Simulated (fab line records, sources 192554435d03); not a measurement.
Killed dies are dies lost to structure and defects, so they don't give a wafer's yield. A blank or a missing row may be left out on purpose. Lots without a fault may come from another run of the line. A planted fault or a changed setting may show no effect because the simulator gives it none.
A struck lot beside a sound one | flow n5_finfet | 40 steps out of a route of 1938
Sound: wafers L746.1, L746.4, L746.6. Struck: wafer L754.2. (L754.1, L754.3 of the same lot were not struck and are left out.) The cause comes at the end.
At each step with rows: each side's tool, then ch and its chambers, then its first start. Under that, the readings that differ: sound wafers | struck wafers | difference of the means | sigmas: that difference in standard deviations of wafers without a fault.
alike: readings whose means differ by less than 2 such deviations, and words and numbers that are the same on both sides. not compared: withheld readings, readings that some wafer has no value for, bounds like >300 that may hide the same value, and numbers for which the record gives no deviation and whose values overlap.
The two part at a step that has a row with sigmas, a row that says differs or no value, or rows on one side only. Numbers that don't overlap but have no deviation are shown without sigmas and don't part them. A reading that every wafer of one side lacks parts them only if that side has two wafers or more.

first, 12 steps without rows for these wafers: N5_HKMG_FIN_WET_ETCH_18 (etches TiN in SC1, time 55 s, target depth 5.2 nm, rinse time 30 s); N5_HKMG_FIN_STRIP_19 (strips in N2/H2, time 360 s); N5_HKMG_FIN_ALD_91 (deposits TiN, target thk 1 nm, pulse time 1 s, purge time 3 s); N5_HKMG_FIN_COAT_85 (time 60 s, resist thk 300 nm); N5_HKMG_FIN_ETCH_86 (etches SOC in N2/H2, stops on TiN, target depth 393.2 nm); N5_HKMG_FIN_STRIP_89 (strips SOC in N2/H2, time 20 s); N5_HKMG_FIN_WET_ETCH_87 (etches TiN in SC1, time 154.2 s, target depth 4.7 nm, rinse time 30 s); N5_HKMG_FIN_STRIP_88 (strips in N2/H2, time 360 s); N5_HKMG_FIN_NWFM_ALD_20 (deposits TiAlC, target thk 2 nm, pulse time 3 s, purge time 2 s); N5_HKMG_FIN_ALD_71 (deposits TiN, target thk 1 nm, pulse time 1 s, purge time 3 s); N5_HKMG_FIN_COAT_66 (time 60 s, resist thk 300 nm); N5_HKMG_FIN_ETCH_67 (etches SOC in N2/H2, stops on TiN, target depth 388.9 nm).
N5_HKMG_FIN_STRIP_90: strips SOC in N2/H2, time 20 s.
  sound on rie_diel-02 ch 1,3, day 6 01:52; struck on rie_diel-02 ch 1, day 8 04:21
  alike: drypump_motor_current_A, n2_flow_sccm, oes_product_au, rf_vpp_V, showerhead_plenum_p_Torr, throttle_valve_pct
  not compared: rf_hours_counter_h
then, 26 steps without rows for these wafers: N5_HKMG_FIN_WET_ETCH_73 (etches the open film in SC1, time 42.3 s, target depth 1.3 nm, rinse time 30 s); N5_HKMG_FIN_ETCHBACK_68 (etches the open film in Cl2/Ar, stops on HfO2, target depth 0.5 nm); N5_HKMG_FIN_STRIP_69 (strips in N2/H2, time 360 s); N5_HKMG_FIN_ALD_21 (deposits TiN, target thk 1.5 nm, pulse time 1 s, purge time 3 s); N5_HKMG_FIN_ALD_72 (deposits W, target thk 2 nm, pulse time 1 s, purge time 2 s); N5_HKMG_FIN_W_FILL_22 (material W, target thk 60 nm, time 18.2 s); N5_HKMG_FIN_PRECLEAN_83 (cleans in DIW, time 57.5 s); N5_HKMG_FIN_SRD_84 (dry time 32 s); N5_HKMG_FIN_CMP_23 (polishes, stops on SiNx, t overpolish 10 s, target thk 46.326 nm); N5_HKMG_FIN_CMP_94 (polishes, stops on SiNx, t overpolish 4.7 s, target thk 43.299 nm); N5_GATE_CUT_ETCHBACK_00 (etches W in SF6/Cl2); N5_GATE_CUT_ETCH_56 (etches TiN in Cl2/Ar, target depth 21.6 nm); N5_GATE_CUT_ETCHBACK_30 (etches TiN in Cl2/Ar, target depth 3 nm); N5_GATE_CUT_VAPOR_ETCH_60 (etches HfO2 in BCl3/Cl2); N5_GATE_CUT_ETCH_58 (etches SiNx in CH3F/O2, target depth 17 nm, time 128.6 s); N5_GATE_CUT_STRIP_59 (strips in N2/H2, time 20 s); N5_GATE_CUT_PRECLEAN_31 (cleans in DIW, time 300 s); N5_GATE_CUT_SRD_32 (time 30 s); N5_GATE_CUT_SAC_CAP_01 (material SiNx, target thk 24 nm, pulse time 1 s, ald cycles 480); N5_GATE_CUT_PECVD_57 (deposits SiNx from SiH4/NH3/N2, target thk 21 nm); N5_GATE_CUT_CMP_02 (polishes, stops on SiO2, t overpolish 12.7 s, target thk 0 nm); N5_GATE_CUT_HM_DEP_46 (deposits SiO2 from TEOS/O2, target thk 130 nm, time 26.6 s); N5_GATE_CUT_COAT_34 (time 60 s, resist thk 60 nm); N5_GATE_CUT_COAT_35 (time 60 s, resist thk 10 nm); N5_GATE_CUT_COAT_27 (time 60 s, resist thk 10 nm); N5_GATE_CUT_COAT_07 (resist thk 30 nm).
-- the record jumps here: 8 days lie between the struck wafers' starts before and after (it left off in module GATE_CUT and takes up again in module PASSIVATION, whose first step shown is number 1936 of the route) --
N5_PASSIVATION_PROBE_49:
  the record has rows for the struck wafers here (prober-02, day 16 00:04) and none for the sound ones

WHERE THEY PART
Only at N5_PASSIVATION_PROBE_49, within this record.

WHY: what the simulator had put in
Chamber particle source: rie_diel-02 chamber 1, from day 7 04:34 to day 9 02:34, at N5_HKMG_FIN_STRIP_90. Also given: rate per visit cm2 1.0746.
